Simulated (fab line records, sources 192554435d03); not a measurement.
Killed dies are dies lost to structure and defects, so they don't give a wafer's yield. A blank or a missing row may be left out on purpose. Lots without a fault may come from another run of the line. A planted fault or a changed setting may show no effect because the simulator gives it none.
fab line records | flow n5_finfet
record lots=7 wafers=21
route steps=1938 shown BEOL_M4@1028 BEOL_M5@1157 BEOL_M6@1198 BEOL_M7@1273
start_h: hours from the record's first day to the start of the lot's first wafer shown | wait_h: hours since the lot's step before | " the same as in the row above | L1.1+2: a row that stands for several wafers | - no value, or no start given | * or withheld: withheld | < > ~ a bound
route shown NAME@n: a module of which the file shows steps, and the number in the route of the first | usual: mean/standard deviation of fault-free wafers | same: alike in all rows | chamber/n: place in a boat | sites: the reading at each site | _std_site: their standard deviation | _edge_site: outer sites' mean less inner sites' | radius_mm: how far each site lies from the wafer's centre | mask NAME#n: copy n | behind: the tool/chamber that last shaped the wafer | hold: why the lot was held/for how many hours/how that ended | device: the transistor (n, p or np) that didn't switch | end of line: the same wafers' tests at the end of the route | a step without rows: its recipe alone | killed: dies lost to structure and defects at the first sort, not the wafer's yield | map: a wafer's dies, x killed, . not, _ none there
set.NAME: the setting as run; set.NAME@STEP: as run at that earlier step | model.NAME: the simulator's own value behind a step, which no gauge read
lots whose settings were changed on purpose; a table a step, a row a wafer
## steps
# step N5_BEOL_M4_COAT_05
# recipe resist=CAR-EUV spin_rpm=1500 resist_thk_nm=30
# columns lot.wafer tool chamber start_h wait_h set.spin_rpm model.CAR-EUV_of_BEOL_M4_COAT_05.thk_nm
L079.1+5 litho_track-02 0 - - 1500 30.2
L079.3 " 0 " " 1561 29.6
L078.1 litho_track-03 0 - - 1500 30.2
L078.5 " 0 " " 1567 29.4
L078.6 " 0 " " 1500 30
L085.1 litho_track-03 0 - - 1580 29.2
L085.5+6 " 0 " " 1500 30
L087.1 litho_track-04 0 - - 1500 30
L087.5 " 0 " " 1598 29
L087.6 " 0 " " 1500 30.2
L090.2+4 litho_track-02 0 - - 1665 28.6
L090.5 " 0 " " 1500 30
L092.2 litho_track-02 0 - - 1500 30.2
L092.5+6 " 0 " " 1500 30
L096.1 litho_track-03 0 - - 1500 30
L096.3 " 0 " " 1641 28.6
L096.4 " 0 " " 1641 28.8
# step N5_BEOL_M4_EBR_07
# recipe solvent=PGMEA ebr_width_mm=1.5
# step N5_BEOL_M4_SOFTBAKE_06
# recipe temp_c=110 time_s=60 resist=CAR-EUV
# step N5_BEOL_M4_DESCUM_16
# recipe chemistry=O2 time_s=7 source_power_w=50 bias_power_w=20 pressure_mtorr=20 rf_frequency_hz=2.712e+07 temp_c=40 resist=CAR-EUV o2_flow_sccm=225
# columns lot.wafer tool chamber start_h wait_h set.spin_rpm@BEOL_M4_COAT_05 model.CAR-EUV_of_BEOL_M4_COAT_05.thk_nm
L079.1+5 rie_diel-01 2,0 200.92 0.0 1500 26.2
L079.3 " 1 " " 1561 25.6
L078.1+6 rie_diel-01 2,0 202.00 0.2 1500 26.2
L078.5 " 3 " " 1567 25.4
L085.1 rie_diel-02 1 221.91 0.0 1580 25.2
L085.5+6 " 2,1 " " 1500 26
L087.1 rie_diel-02 3 242.97 0.0 1500 26
L087.5 " 3 " " 1598 25
L087.6 " 2 " " 1500 26.2
L090.2+4 rie_diel-01 2,1 257.50 0.0 1665 24.6
L090.5 " 2 " " 1500 26.2
L092.2+6 rie_diel-04 1 271.54 0.0 1500 26.2
L092.5 " 2 " " 1500 26
L096.1 rie_diel-02 2 296.67 0.0 1500 26
L096.3 " 3 " " 1641 24.6
L096.4 " 0 " " 1641 25
# step N5_BEOL_M5_VIA_ETCH_34
# recipe chemistry=C4F6/O2 target=SiCOH_lowk target_depth_a=883 mask_material=SOC taper_deg=4 time_s=39.2 ion_energy_ev=250 pressure_mtorr=30 source_w=345 bias_w=185 Ar_flow_sccm=300 C4F6_flow_sccm=10 O2_flow_sccm=10
# usual rf_vpp_V=668/8.9
# columns lot.wafer tool chamber start_h wait_h set.source_w rf_vpp_V model.etch.depth_nm
L079.1 rie_diel-06 1 215.80 0.0 376.5 635 93.94
L079.3 " 2 " " 376.5 634 91.56
L079.5 " 3 " " 345 685 87.3
L078.1 rie_diel-03 0 221.32 0.0 369.9 644 88.4
L078.5 " 2 " " 345 661 86.4
L078.6 " 1 " " 369.9 643 92.25
L085.1 rie_diel-05 3 239.44 0.0 345 672 88.53
L085.5 " 3 " " 387.5 632 92.48
L085.6 " 0 " " 387.5 620 92.1
L087.1 rie_diel-05 0 257.30 0.0 345 658 88.29
L087.5 " 0 " " 345 658 89.02
L087.6 " 3 " " 345 670 87.47
L090.2 rie_diel-03 0 274.93 0.0 345 668 84.21
L090.4 " 2 " " 363.9 642 89.4
L090.5 " 2 " " 363.9 644 89.21
L092.2 rie_diel-06 1 283.93 0.0 345 663 90.46
L092.5 " 0 " " 345 677 90.29
L092.6 " 3 " " 345 686 88
L096.1 rie_diel-06 0 313.77 0.0 374.5 648 92.3
L096.3 " 1 " " 374.5 635 93.48
L096.4 " 2 " " 345 664 87.62
# step N5_BEOL_M5_DEP_56
# recipe material=SiCN target_thk_a=80 temp_c=withheld precursor=3MS/NH3 pressure_torr=3 rf_w=202 time_s=14
# columns lot.wafer tool chamber start_h wait_h set.time_s model.SiCN_of_BEOL_M5_DEP_56.thk_nm
L079.1 pecvd-04 0 223.18 0.0 13.26 7.8
L079.3 " 0 " " 14 8.2
L079.5 " 0 " " 14 8.4
L078.1 pecvd-01 2 228.05 0.0 14.69 8.4
L078.5 " 1 " " 14 8.2
L078.6 " 2 " " 14 8
L085.1+6 pecvd-03 0 248.09 0.0 12.22 6.8
L085.5 " 2 " " 14 8
L087.1+5 pecvd-04 1,0 265.62 0.0 14 8.2
L087.6 " 1 " " 12.96 7.6
L090.2 pecvd-01 0 282.14 0.0 14 8.2
L090.4 " 1 " " 15.42 9
L090.5 " 2 " " 14 8
L092.2+5 pecvd-03 1 290.78 0.0 14 7.8
L092.6 " 2 " " 14 8.2
L096.1+3 pecvd-01 0,2 321.70 0.0 12.85 7.4
L096.4 " 2 " " 14 8.2
# step N5_BEOL_M6_HM_DEP_02
# recipe material=TiN target_thk_a=200 temp_c=25 chamber_pressure_pa=0.49996
# columns lot.wafer tool chamber start_h wait_h set.target_thk_a model.TiN_of_BEOL_M6_HM_DEP_02.thk_nm
L079.1+3 pvd_sputter-03 - 227.44 3.5 185.8 18.6
L079.5 " - " " 200 20.2
L078.1+5 pvd_sputter-01 - 229.25 0.4 173 16.8
L078.6 " - " " 200 19.6
L085.1 pvd_sputter-03 - 249.15 0.3 186.1 18.8
L085.5 " - " " 186.1 19
L085.6 " - " " 200 20.2
L087.1 pvd_sputter-01 - 267.43 0.6 212.5 20.8
L087.5 " - " " 200 19.8
L087.6 " - " " 212.5 21
L090.2+4 pvd_sputter-02 - 284.04 1.1 219.3 21.8
L090.5 " - " " 200 20
L092.2+5 pvd_sputter-03 - 292.83 1.3 200 20
L092.6 " - " " 200 20.2
L096.1 pvd_sputter-03 - 324.63 2.2 200 20
L096.3 " - " " 192.4 19.2
L096.4 " - " " 192.4 19.6
# step N5_BEOL_M6_COAT_59
# recipe resist=SOC temp_c=250 time_s=60 spin_rpm=1500 resist_thk_nm=100
# step N5_BEOL_M6_COAT_60
# recipe resist=SiARC temp_c=220 time_s=60 spin_rpm=1500 resist_thk_nm=35
# step N5_BEOL_M6_STRIP_68
# recipe chemistry=N2/H2 temp_c=40 n2_flow_sccm=200 h2_flow_sccm=200 rf_frequency_hz=6e+07
# step N5_BEOL_M6_STRIP_67
# recipe chemistry=CF4 resist=SiARC power_w=300 bias_power_w=75 pressure_mtorr=50 cf4_flow_sccm=150 rf_frequency_hz=6e+07
# step N5_BEOL_M6_HM_OPEN_17
# recipe chemistry=Cl2/BCl3 target_depth_a=200 overetch_a=60 target=TiN mask_material=SOC ion_energy_ev=150 pressure_mtorr=10 icp_w=1000 bias_w=126 Cl2_flow_sccm=53.25 bcl3_flow_sccm=21.75 Ar_flow_sccm=25
# columns lot.wafer tool chamber start_h wait_h set.target_thk_a@BEOL_M6_HM_DEP_02 model.etch.depth_nm
L079.1 rie_metal-03 1 228.62 0.0 185.8 18.51
L079.3 " 1 " " 185.8 18.67
L079.5 " 1 " " 200 20.28
L078.1 rie_metal-02 0 230.11 0.0 173 16.71
L078.5 " 1 " " 173 16.73
L078.6 " 0 " " 200 19.59
L085.1 rie_metal-02 0 250.03 0.0 186.1 18.79
L085.5 " 1 " " 186.1 18.96
L085.6 " 0 " " 200 20.21
L087.1 rie_metal-03 0 268.18 0.0 212.5 20.79
L087.5 " 1 " " 200 19.86
L087.6 " 0 " " 212.5 21.1
L090.2+4 rie_metal-03 0,1 284.78 0.0 219.3 21.83
L090.5 " 1 " " 200 19.96
L092.2 rie_metal-03 0 293.70 0.0 200 19.99
L092.5 " 1 " " 200 20.07
L092.6 " 0 " " 200 20.17
L096.1 rie_metal-02 0 325.49 0.0 200 20.04
L096.3 " 0 " " 192.4 19.2
L096.4 " 1 " " 192.4 19.61
# step N5_BEOL_M6_STRIP_19
# recipe chemistry=O2 power_w=400 temp_c=40 pressure_mtorr=30 rf_frequency_hz=6e+07 bias_power_w=0 overash_fraction=0.2 o2_flow_sccm=225
# step N5_BEOL_M6_STRIP_76
# recipe chemistry=C4F6/O2 resist=SiARC rf_frequency_hz=6e+07
# step N5_BEOL_M6_STRIP_36
# recipe chemistry=N2/H2 power_w=450 temp_c=40 pressure_mtorr=20 rf_frequency_hz=6e+07 overash_fraction=0.3 bias_power_w=7 h2_frac=0.5 n2_flow_sccm=200 h2_flow_sccm=200
# step N5_BEOL_M6_TRENCH_ETCH_37
# recipe chemistry=C4F6/O2 target_depth_a=944.35 target=SiCOH_lowk time_s=31.5 ion_energy_ev=250 pressure_mtorr=30 source_w=345 bias_w=185 Ar_flow_sccm=300 C4F6_flow_sccm=10 O2_flow_sccm=10
# columns lot.wafer tool chamber start_h wait_h set.target_thk_a@BEOL_M6_HM_DEP_02 model.TiN_of_BEOL_M6_HM_DEP_02.thk_nm
L079.1 rie_diel-02 3 - - 185.8 15.8
L079.3 " 1 " " 185.8 16
L079.5 " 0 " " 200 17.6
L078.1+5 rie_diel-02 2 - - 173 14
L078.6 " 3 " " 200 17
L085.1 rie_diel-02 2 - - 186.1 16
L085.5 " 1 " " 186.1 16.2
L085.6 " 0 " " 200 17.6
L087.1 rie_diel-01 3 - - 212.5 18.2
L087.5 " 1 " " 200 17.2
L087.6 " 2 " " 212.5 18.4
L090.2+4 rie_diel-02 1,2 - - 219.3 19
L090.5 " 1 " " 200 17.2
L092.2+5+6 rie_diel-04 0,0,1 - - 200 17.4
L096.1 rie_diel-04 1 - - 200 17.4
L096.3 " 2 " " 192.4 16.4
L096.4 " 1 " " 192.4 17
# step N5_BEOL_M7_EXPOSE_08
# recipe mask_id=M7 na=1.35 source_shape=dipole sigma_inner=0.817 sigma_outer=0.97 polarization=te dose_mj=68.25
# columns lot.wafer tool chamber start_h wait_h mask set.dose_mj
L079.1+3+5 arfi_scanner-01 0 235.94 - M7#0 68.25
L078.1+5+6 arfi_scanner-02 0 242.32 - M7#0 68.25
L085.1 arfi_scanner-01 0 255.82 - M7#0 68.25
L085.5+6 " 0 " " M7#0 65.11
L087.1+5+6 arfi_scanner-03 0 275.85 - M7#0 68.25
L090.2+4 arfi_scanner-01 0 292.98 - M7#0 73
L090.5 " 0 " " M7#0 68.25
L092.2+5+6 arfi_scanner-01 0 301.01 - M7#0 68.25
L096.1+3 arfi_scanner-01 0 332.13 - M7#0 68.25
L096.4 " 0 " " M7#0 66.71
# step N5_BEOL_M7_PEB_09
# recipe peb_temp_c=withheld peb_time_s=60 resist=CAR-ArF
# step N5_BEOL_M7_DEVELOP_10
# recipe develop_time_s=30 developer=TMAH resist=CAR-ArF rinse_liquid=diw dry=air_spin dev_temp_c=23
# step N5_BEOL_M7_CD_MEAS_11
# recipe target_cd_nm=38.5 landing_energy_ev=500 detector=se_inlens polarity=opening
# usual cd_nm=38.7/0.52
# columns lot.wafer tool chamber start_h wait_h set.dose_mj@BEOL_M7_EXPOSE_08 cd_nm
L079.1 cd_sem-01 0 236.07 - 68.25 39.7
L079.3 " 0 " " 68.25 38.6
L079.5 " 0 " " 68.25 39.5
L078.1 cd_sem-01 0 242.45 - 68.25 39.3
L078.5 " 0 " " 68.25 38.9
L078.6 " 0 " " 68.25 39.4
L085.1 cd_sem-01 0 255.95 - 68.25 39.3
L085.5 " 0 " " 65.11 36.1
L085.6 " 0 " " 65.11 36.1
L087.1 cd_sem-01 0 275.97 - 68.25 38.4
L087.5 " 0 " " 68.25 38.7
L087.6 " 0 " " 68.25 38.1
L090.2 cd_sem-02 0 293.11 - 73 42.6
L090.4 " 0 " " 73 42.3
L090.5 " 0 " " 68.25 39.1
L092.2 cd_sem-02 0 301.14 - 68.25 39.0
L092.5 " 0 " " 68.25 39.7
L092.6 " 0 " " 68.25 39.9
L096.1 cd_sem-03 0 332.25 - 68.25 38.1
L096.3 " 0 " " 68.25 38.6
L096.4 " 0 " " 66.71 36.9
# step N5_BEOL_M7_DESCUM_16
# recipe chemistry=O2 time_s=7.9 source_power_w=50 bias_power_w=20 pressure_mtorr=20 rf_frequency_hz=2.712e+07 temp_c=40 resist=CAR-ArF o2_flow_sccm=225
# step N5_BEOL_M7_ETCH_61
# recipe chemistry=CF4 target=SiARC target_depth_a=455 mask_material=CAR-ArF time_s=75.8 ion_energy_ev=80 pressure_mtorr=40 source_w=545 bias_w=36 Ar_flow_sccm=100 cf4_flow_sccm=100 ends=cleared
# columns lot.wafer tool chamber start_h wait_h set.dose_mj@BEOL_M7_EXPOSE_08 model.BEOL_M7.cd_offset_nm
L079.1 rie_diel-06 1 236.19 0.0 68.25 1.4
L079.3 " 3 " " 68.25 0.6
L079.5 " 0 " " 68.25 0.8
L078.1+5 rie_diel-05 0,1 242.57 0.0 68.25 0.4
L078.6 " 0 " " 68.25 0.8
L085.1 rie_diel-03 1 256.29 0.0 68.25 0.4
L085.5+6 " 0,3 " " 65.11 -2.4
L087.1+6 rie_diel-05 0,1 276.10 0.0 68.25 0
L087.5 " 2 " " 68.25 0.2
L090.2 rie_diel-05 1 293.84 0.0 73 4.4
L090.4 " 2 " " 73 3.8
L090.5 " 2 " " 68.25 0.8
L092.2 rie_diel-05 0 301.31 0.0 68.25 0.6
L092.5+6 " 1,3 " " 68.25 1.2
L096.1 rie_diel-05 3 332.86 0.0 68.25 -0.2
L096.3 " 2 " " 68.25 0.6
L096.4 " 1 " " 66.71 -1.4
# step N5_BEOL_M7_ETCH_62
# recipe chemistry=N2/H2 target=SOC target_depth_a=1100 overetch_a=220 mask_material=SiARC temp_c=40 time_s=165 ion_energy_ev=200 pressure_mtorr=30 source_w=840 bias_w=150 n2_flow_sccm=200 h2_flow_sccm=200
# usual rf_vpp_V=524.4/2
# columns lot.wafer tool chamber start_h wait_h set.source_w rf_vpp_V
L079.1 rie_diel-06 1 236.25 0.0 840 526.7
L079.3 " 3 " " 840 523.5
L079.5 " 0 " " 840 526.9
L078.1 rie_diel-05 0 242.63 0.0 840 526.7
L078.5 " 1 " " 840 520.5
L078.6 " 0 " " 944.6 504.1
L085.1 rie_diel-03 1 256.34 0.0 840 527.0
L085.5 " 0 " " 964.7 498.2
L085.6 " 3 " " 840 524.5
L087.1 rie_diel-05 0 276.16 0.0 759 542.3
L087.5 " 2 " " 840 523.1
L087.6 " 1 " " 759 539.9
L090.2 rie_diel-05 1 293.89 0.0 943.7 501.3
L090.4 " 2 " " 943.7 503.3
L090.5 " 2 " " 943.7 506.0
L092.2 rie_diel-05 0 301.37 0.0 840 526.0
L092.5 " 1 " " 840 522.1
L092.6 " 3 " " 840 523.3
L096.1 rie_diel-05 3 332.91 0.0 717.2 550.8
L096.3 " 2 " " 840 524.3
L096.4 " 1 " " 840 522.6
# step N5_BEOL_M7_STRIP_68
# recipe chemistry=N2/H2 temp_c=40 n2_flow_sccm=200 h2_flow_sccm=200 rf_frequency_hz=6e+07
# step N5_BEOL_M7_STRIP_67
# recipe chemistry=CF4 resist=SiARC power_w=300 bias_power_w=75 pressure_mtorr=50 cf4_flow_sccm=150 rf_frequency_hz=6e+07
# step N5_BEOL_M7_HM_OPEN_17
# recipe chemistry=Cl2/BCl3 target_depth_a=200 overetch_a=60 target=TiN mask_material=SOC ion_energy_ev=150 pressure_mtorr=10 icp_w=1000 bias_w=126 Cl2_flow_sccm=53.25 bcl3_flow_sccm=21.75 Ar_flow_sccm=25
# step N5_BEOL_M7_STRIP_19
# recipe chemistry=O2 power_w=400 temp_c=40 pressure_mtorr=30 rf_frequency_hz=6e+07 bias_power_w=0 overash_fraction=0.2 o2_flow_sccm=225
# step N5_BEOL_M7_CD_MEAS_18
# recipe pitch_nm=80 target_cd_nm=40
# usual cd_nm=40.3/0.55
# columns lot.wafer tool chamber start_h wait_h set.dose_mj@BEOL_M7_EXPOSE_08 cd_nm
L079.1 cd_sem-03 - 236.62 0.0 68.25 41.2
L079.3 " - " " 68.25 40.8
L079.5 " - " " 68.25 41.4
L078.1 cd_sem-01 - 243.00 0.0 68.25 40.4
L078.5 " - " " 68.25 40.4
L078.6 " - " " 68.25 41.4
L085.1 cd_sem-01 - 256.72 0.0 68.25 40.5
L085.5 " - " " 65.11 37.8
L085.6 " - " " 65.11 37.6
L087.1 cd_sem-01 - 276.54 0.1 68.25 39.8
L087.5 " - " " 68.25 40.0
L087.6 " - " " 68.25 39.9
L090.2 cd_sem-03 - 294.31 0.1 73 44.8
L090.4 " - " " 73 44.3
L090.5 " - " " 68.25 41.2
L092.2 cd_sem-02 - 301.84 0.1 68.25 40.3
L092.5 " - " " 68.25 41.0
L092.6 " - " " 68.25 41.6
L096.1 cd_sem-03 - 333.34 0.0 68.25 39.3
L096.3 " - " " 68.25 40.2
L096.4 " - " " 66.71 38.0
# step N5_BEOL_M7_DESCUM_33
# recipe chemistry=O2 time_s=7 source_power_w=50 bias_power_w=20 pressure_mtorr=20 rf_frequency_hz=2.712e+07 temp_c=40 resist=CAR-EUV o2_flow_sccm=225
# columns lot.wafer tool chamber start_h wait_h set.time_s
L079.1+5 rie_diel-06 3 238.94 0.4 7.824
L079.3 " 0 " " 7
L078.1+6 rie_diel-03 0 243.44 0.0 6.514
L078.5 " 1 " " 7
L085.1+5+6 rie_diel-06 3,3,0 257.24 0.1 7
L087.1+5+6 rie_diel-06 0,1,2 277.00 0.0 7
L090.2 rie_diel-03 3 295.96 0.0 7
L090.4+5 " 0 " " 6.036
L092.2+5+6 rie_diel-05 1,0,1 304.95 0.0 7
L096.1 rie_diel-03 1 334.61 0.0 7
L096.3+4 " 0,2 " " 7.53
# step N5_BEOL_M7_ETCH_72
# recipe chemistry=N2/H2 target=underlayer target_depth_a=65 mask_material=CAR-EUV time_s=5.2 ion_energy_ev=200 pressure_mtorr=30 source_w=840 bias_w=150 n2_flow_sccm=200 h2_flow_sccm=200 ends=cleared
# columns lot.wafer tool chamber start_h wait_h set.time_s@BEOL_M7_DESCUM_33 model.CAR-EUV_of_BEOL_M7_COAT_22.thk_nm
L079.1+5 rie_diel-06 3 238.97 0.0 7.824 20
L079.3 " 0 " " 7 20.4
L078.1+6 rie_diel-03 0 243.47 0.0 6.514 20.6
L078.5 " 1 " " 7 20.4
L085.1+5+6 rie_diel-06 3,3,0 257.28 0.0 7 20.4
L087.1+5 rie_diel-06 0,1 277.03 0.0 7 20.2
L087.6 " 2 " " 7 20.4
L090.2 rie_diel-03 3 295.99 0.0 7 20.4
L090.4+5 " 0 " " 6.036 21
L092.2+5+6 rie_diel-05 1,0,1 304.99 0.0 7 20.4
L096.1 rie_diel-03 1 334.65 0.0 7 20.2
L096.3 " 0 " " 7.53 20.2
L096.4 " 2 " " 7.53 20
# step N5_BEOL_M7_ETCH_65
# recipe chemistry=CF4 target=SiARC target_depth_a=156 mask_material=CAR-EUV time_s=26 ion_energy_ev=80 pressure_mtorr=40 source_w=545 bias_w=36 Ar_flow_sccm=100 cf4_flow_sccm=100 ends=cleared
# columns lot.wafer tool chamber start_h wait_h set.time_s@BEOL_M7_DESCUM_33 model.CAR-EUV_of_BEOL_M7_COAT_22.thk_nm
L079.1+5 rie_diel-06 3 238.99 0.0 7.824 10.8
L079.3 " 0 " " 7 11.2
L078.1+6 rie_diel-03 0 243.49 0.0 6.514 11.4
L078.5 " 1 " " 7 11.2
L085.1+5+6 rie_diel-06 3,3,0 257.29 0.0 7 11.2
L087.1+5+6 rie_diel-06 0,1,2 277.05 0.0 7 11
L090.2 rie_diel-03 3 296.01 0.0 7 11.2
L090.4+5 " 0 " " 6.036 11.8
L092.2+5+6 rie_diel-05 1,0,1 305.00 0.0 7 11.2
L096.1 rie_diel-03 1 334.66 0.0 7 11
L096.3+4 " 0,2 " " 7.53 10.8
## key
split step=N5_BEOL_M4_COAT_05 setting=spin_rpm stated=1500 by=wafer
response step=N5_BEOL_M4_COAT_05 reading=model.CAR-EUV_of_BEOL_M4_COAT_05.thk_nm change=-0.141 per=1% r=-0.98
response step=N5_BEOL_M4_DESCUM_16 reading=model.CAR-EUV_of_BEOL_M4_COAT_05.thk_nm change=-0.146 per=1% r=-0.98
split step=N5_BEOL_M5_VIA_ETCH_34 setting=source_w stated=345 by=wafer
response step=N5_BEOL_M5_VIA_ETCH_34 reading=rf_vpp_V change=-3.77 per=1% r=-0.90
response step=N5_BEOL_M5_VIA_ETCH_34 reading=model.etch.depth_nm change=+0.506 per=1% r=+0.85
split step=N5_BEOL_M5_DEP_56 setting=time_s stated=14 by=wafer
response step=N5_BEOL_M5_DEP_56 reading=model.SiCN_of_BEOL_M5_DEP_56.thk_nm change=+0.09 per=1% r=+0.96
split step=N5_BEOL_M6_HM_DEP_02 setting=target_thk_a stated=200 by=wafer
response step=N5_BEOL_M6_HM_DEP_02 reading=model.TiN_of_BEOL_M6_HM_DEP_02.thk_nm change=+0.198 per=1% r=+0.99
response step=N5_BEOL_M6_HM_OPEN_17 reading=model.etch.depth_nm change=+0.204 per=1% r=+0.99
response step=N5_BEOL_M6_TRENCH_ETCH_37 reading=model.TiN_of_BEOL_M6_HM_DEP_02.thk_nm change=+0.21 per=1% r=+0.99
split step=N5_BEOL_M7_EXPOSE_08 setting=dose_mj stated=68.25 by=wafer
response step=N5_BEOL_M7_CD_MEAS_11 reading=cd_nm change=+0.557 per=1% r=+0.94
response step=N5_BEOL_M7_ETCH_61 reading=model.BEOL_M7.cd_offset_nm change=+0.528 per=1% r=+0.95
response step=N5_BEOL_M7_CD_MEAS_18 reading=cd_nm change=+0.541 per=1% r=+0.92
split step=N5_BEOL_M7_ETCH_62 setting=source_w stated=840 by=wafer
response step=N5_BEOL_M7_ETCH_62 reading=rf_vpp_V change=-1.8 per=1% r=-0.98
split step=N5_BEOL_M7_DESCUM_33 setting=time_s stated=7 by=wafer
response step=N5_BEOL_M7_ETCH_72 reading=model.CAR-EUV_of_BEOL_M7_COAT_22.thk_nm change=-0.0349 per=1% r=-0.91
response step=N5_BEOL_M7_ETCH_65 reading=model.CAR-EUV_of_BEOL_M7_COAT_22.thk_nm change=-0.0366 per=1% r=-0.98
